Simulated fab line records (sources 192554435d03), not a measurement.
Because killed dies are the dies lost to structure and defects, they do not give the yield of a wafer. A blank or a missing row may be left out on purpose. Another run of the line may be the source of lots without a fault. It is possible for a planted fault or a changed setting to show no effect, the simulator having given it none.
A lot that was struck, set against a sound lot    flow n5-finfet    38 out of 1938 route steps
Sound: the wafers L966.2, L966.4, L966.5. The struck wafers were L954.2, L954.4, L954.6. The cause is named last.
For every step that has rows: the tool of each side, followed by ch and its chambers, followed by its first start. Under that, the readings that differ: sound wafers    struck wafers    difference of the means    sigmas: that difference in standard deviations of wafers without a fault.
alike: words and numbers the same on both sides, and readings whose means are apart by under 2 such deviations; not compared: readings that were withheld, readings missing a value for some wafer, numbers with overlapping values and no deviation given by the record, and bounds like >300 which may hide the same value.
The two part at a step that has a row with sigmas, a row that says differs or no value, or rows on one side only. Non-overlapping numbers with no deviation appear without sigmas and do not part them. A reading missing from all wafers of one side parts the sides only when that side holds two or more wafers.

first, 9 steps without rows for these wafers: N5_BEOL_M4_ANNEAL_95 (time 240 s); N5_BEOL_M4_SPUTTER_96 (material Cu, target thk 4.5 nm, time 8.29 s); N5_BEOL_M4_ECD_50 (material Cu, target thk 300 nm); N5_BEOL_M4_ANNEAL_51 (time 90 s); N5_BEOL_M4_CMP_52 (polishes, stops on SiOC, t overpolish 6.8 s, target thk 40 nm); N5_BEOL_M4_PRE_CLEAN_60 (time 15 s); N5_BEOL_M4_CO_CAP_55 (material Co, precursor CCTBA/H2, target thk 2 nm, time 102.1 s); N5_BEOL_M4_PRE_CLEAN_56 (time 15 s); N5_BEOL_M4_DEP_57 (deposits SiCN from 3MS/NH3, target thk 8 nm, time 14 s).
N5_BEOL_M4_RC_MEAS_101:
  sound on prober-01 ch 0, day 12 18:46; struck on prober-02 ch 0, day 10 04:13
reading    sound                 struck                difference  sigmas
VT_P (mV)  -246.2 -247.9 -250.5  -255.8 -255.9 -253.4  -6.8        -3
  alike: DIBL_N, DIBL_P, IOFF_N, IOFF_P, ION_N, ION_P, SS_N, SS_P, VT_N
then, 24 steps without rows for these wafers: N5_BEOL_M5_ILD_DEP_00 (deposits SiCOH lowk from DEMS/porogen, target thk 140.64 nm, time 25.9 s); N5_BEOL_M5_CURE_79 (cures SiCOH lowk, time 240 s); N5_BEOL_M5_PECVD_70 (deposits SiO2 from TEOS/O2, target thk 16 nm, time 18 s); N5_BEOL_M5_HM_DEP_02 (deposits TiN, target thk 20 nm); N5_BEOL_M5_COAT_59 (time 60 s, resist thk 60 nm); N5_BEOL_M5_COAT_60 (time 60 s, resist thk 12 nm); N5_BEOL_M5_COAT_71 (time 60 s, resist thk 5 nm); N5_BEOL_M5_COAT_05 (resist thk 30 nm); N5_BEOL_M5_EBR_07; N5_BEOL_M5_SOFTBAKE_06 (time 60 s); N5_BEOL_M5_EXPOSE_08 (exposes mask M5, target cd 28 nm); N5_BEOL_M5_PEB_09 (peb time 60 s); N5_BEOL_M5_DEVELOP_10 (develop time 30 s); N5_BEOL_M5_DESCUM_16 (chemistry O2, time 7 s); N5_BEOL_M5_ETCH_72 (etches underlayer in N2/H2, target depth 6.5 nm, time 5.2 s); N5_BEOL_M5_ETCH_61 (etches SiARC in CF4, target depth 15.6 nm, time 26 s); N5_BEOL_M5_ETCH_62 (etches SOC in N2/H2, target depth 75 nm, overetch 15 nm, time 112.5 s); N5_BEOL_M5_STRIP_63 (strips in N2/H2); N5_BEOL_M5_STRIP_73 (strips in N2/H2); N5_BEOL_M5_STRIP_64 (strips in CF4); N5_BEOL_M5_HM_OPEN_17 (chemistry Cl2/BCl3, target TiN, target depth 20 nm, overetch 6 nm); N5_BEOL_M5_STRIP_19 (strips in O2); N5_BEOL_M5_COAT_65 (time 60 s, resist thk 60 nm); N5_BEOL_M5_COAT_66 (time 60 s, resist thk 12 nm).
-- the record jumps here: 4 days lie between the struck wafers' starts before and after (it left off in module BEOL_M5 and takes up again in module BEOL_M15, whose first step shown is number 1822 of the route) --
N5_BEOL_M15_ECD_47: material Cu, target thk 1860 nm.
  sound on ecd-cu-02 ch 0,1, day 16 09:57; struck on ecd-cu-02 ch 0,1, day 14 04:11
N5_BEOL_M15_THK_MEAS_50: measures by xrf.
  struck on film-metro-02, day 14 05:43; sound on film-metro-01, day 16 11:03
reading       sound        struck  difference                     sigmas
M15_THK (nm)  842 871 850  - - -   no value on the struck wafers  
N5_BEOL_M15_RS_MEAS_54: the measuring method here is four-point-probe.
  struck on film-metro-02, day 14 05:50; sound on film-metro-02, day 16 11:11
reading          sound                 struck                difference  sigmas
M15_RS (ohm/sq)  0.0220 0.0212 0.0218  31.695 31.754 31.448  +31.611     +99 or more
N5_PASSIVATION_PROBE_49:
  record: rows for the struck wafers here (prober-01, day 15 00:33), none for the sound ones

WHERE THEY PART
At N5_BEOL_M4_RC_MEAS_101 first; at N5_PASSIVATION_PROBE_49 last (within this record only).

WHY: what had been put in by the simulator
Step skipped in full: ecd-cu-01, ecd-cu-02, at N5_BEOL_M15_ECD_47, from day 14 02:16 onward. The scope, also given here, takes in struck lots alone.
